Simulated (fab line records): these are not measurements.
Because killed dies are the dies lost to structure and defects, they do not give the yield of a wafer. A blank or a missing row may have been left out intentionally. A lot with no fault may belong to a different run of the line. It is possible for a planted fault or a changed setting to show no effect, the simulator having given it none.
Lot-split experiment | flow n5_finfet | 39 wafers read from 7 lots, route of 1938 steps

THE SPLIT
At N5_BEOL_M4_ILD_DEP_00 (deposits SiOC from DEMS/O2, target thk 79 nm, time 15.3 s), the setting time_s was moved away from the recipe's 15.3 s on 15 of the 39 wafers read, by -53.0% to -24.2%. This setting was run at the recipe's value on the other wafers.

There is no step in the file separating the split from the reading.

THE READING
M4_ILD_THK (nm), taken at N5_BEOL_M4_THK_MEAS_01. Typical for fault-free wafers on this fab line: 78.8 nm, with standard deviation 1 nm.

wafer  | tool, chamber at the split | time_s as run, s | against the recipe | M4_ILD_THK, nm | against lot-mates on the recipe
L074.1 | pecvd-02, 0                | 15.3             | recipe             | 78.4           | -
L074.2 | pecvd-02, 2                | 7.188            | -53.0%             | 37.2           | -41.3
L074.3 | pecvd-02, 1                | 15.3             | recipe             | 77.5           | -
L074.4 | pecvd-02, 0                | 7.188            | -53.0%             | 38.4           | -40.1
L074.5 | pecvd-02, 1                | 15.3             | recipe             | 79.6           | -
L074.6 | pecvd-02, 2                | 7.188            | -53.0%             | 38.1           | -40.4
L077.1 | pecvd-03, 0                | 15.3             | recipe             | 77.3           | -
L077.2 | pecvd-03, 2                | 15.3             | recipe             | 78.3           | -
L077.3 | pecvd-03, 1                | 15.3             | recipe             | 78.9           | -
L077.4 | pecvd-03, 2                | 11.59            | -24.2%             | 59.5           | -18.7
L077.5 | pecvd-03, 0                | 11.59            | -24.2%             | 59.9           | -18.3
L077.6 | pecvd-03, 1                | 11.59            | -24.2%             | 60.1           | -18.1
L080.1 | pecvd-02, 2,1              | 15.3             | recipe             | 77.5           | -
L080.2 | pecvd-02, 0                | 15.3             | recipe             | 78.4           | -
L080.3 | pecvd-02, 2,1              | 15.3             | recipe             | 77.7           | -
L080.4 | pecvd-02, 0,1              | 8.987            | -41.3%             | 46.1           | -31.8
L080.5 | pecvd-02, 2                | 8.987            | -41.3%             | 46.7           | -31.2
L080.6 | pecvd-02, 0,1              | 8.987            | -41.3%             | 46.2           | -31.7
L085.3 | pecvd-02, 1                | 15.3             | recipe             | 78.4           | -
L085.4 | pecvd-02, 2                | 15.3             | recipe             | 79.8           | -
L085.6 | pecvd-02, 1                | 15.3             | recipe             | 78.6           | -
L089.1 | pecvd-01, 0                | 10.36            | -32.3%             | 50.8           | -27.1
L089.2 | pecvd-01, 1                | 15.3             | recipe             | 77.2           | -
L089.3 | pecvd-01, 2                | 10.36            | -32.3%             | 52.7           | -25.2
L089.4 | pecvd-01, 1                | 15.3             | recipe             | 77.4           | -
L089.5 | pecvd-01, 2                | 15.3             | recipe             | 79.1           | -
L089.6 | pecvd-01, 0                | 10.36            | -32.3%             | 52.3           | -25.6
L090.1 | pecvd-02, 0                | 15.3             | recipe             | 79.4           | -
L090.2 | pecvd-02, 2                | 15.3             | recipe             | 78.7           | -
L090.3 | pecvd-02, 1                | 15.3             | recipe             | 77.2           | -
L090.4 | pecvd-02, 1                | 15.3             | recipe             | 78.1           | -
L090.5 | pecvd-02, 2,0              | 15.3             | recipe             | 80.4           | -
L090.6 | pecvd-02, 2,0              | 15.3             | recipe             | 80.3           | -
L094.1 | pecvd-01, 2,0              | 9.568            | -37.5%             | 48.9           | -28.8
L094.2 | pecvd-01, 0                | 15.3             | recipe             | 77.6           | -
L094.3 | pecvd-01, 1                | 15.3             | recipe             | 77.0           | -
L094.4 | pecvd-01, 2,0              | 9.568            | -37.5%             | 48.9           | -28.8
L094.5 | pecvd-01, 2                | 9.568            | -37.5%             | 49.9           | -27.8
L094.6 | pecvd-01, 1                | 15.3             | recipe             | 78.5           | -
Where a row lists several chambers, the file gives one row for several wafers and doesn't say which wafer went through which chamber.

FIT RESULTS
A straight line over all 39 wafers: M4_ILD_THK changes by +0.776 nm for each +1% of time_s; r = +1.00; the points scatter about the line by 0.96 nm.
The same after taking each lot's own level away (the mean of its wafers on the recipe; 39 wafers): +0.768 nm for each +1%; r = +1.00; scatter 0.82 nm.
The reading moves by 41 nm for the largest change in time_s, on that fit.
The span of the lots' own levels, 77.70 to 79.02 nm, comes to 1.3 times the standard deviation stated above.
Consequently the slope shifts little with the lot-to-lot level, the two slopes agreeing.
Check: -40.7 nm against its lot-mates is what the line predicts for one of the wafers moved furthest among these (-53.0%) when that wafer is left out of the fit. It came out at -41.3 nm against them.

OTHER SPLITS APPLIED TO THESE WAFERS
Other splits were also applied to these wafers ahead of the reading. Each is held against what the fit with the lots' levels taken away leaves over:
other split on the same wafers       | wafers away from the commonest value | r with M4_ILD_THK (lot level and that fit taken away)
N5_FIN_SAQP_HM_DEP_03 time_s         | 12                                   | -0.10
N5_DUMMY_GATE_ETCH_44 target_depth_a | 18                                   | -0.02
N5_BEOL_M0_SAQP_PECVD_97 time_s      | 18                                   | +0.10
N5_BEOL_M0_DEP_125 target_thk_a      | 12                                   | +0.01
N5_BEOL_M2_ETCHBACK_99 time_s        | 15                                   | +0.04

THE WHOLE CHAIN: every reading that the file lists as answering this split, in the file's order
step                   | what it does                                              | reading                                                                            | change (the file's fit)               | r (the file's)
N5_BEOL_M4_ILD_DEP_00  | deposits SiOC from DEMS/O2, target thk 79 nm, time 15.3 s | SiOC_of_BEOL_M4_ILD_DEP_00.thk_nm (the simulator's own value, which no gauge read) | +0.769 nm for each +1% of the setting | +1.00
N5_BEOL_M4_THK_MEAS_01 |                                                           | M4_ILD_THK                                                                         | +0.769 for each +1% of the setting    | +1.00

THE FILE'S OWN FIT
M4_ILD_THK changes by +0.769 nm for each +1% of time_s, r = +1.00.
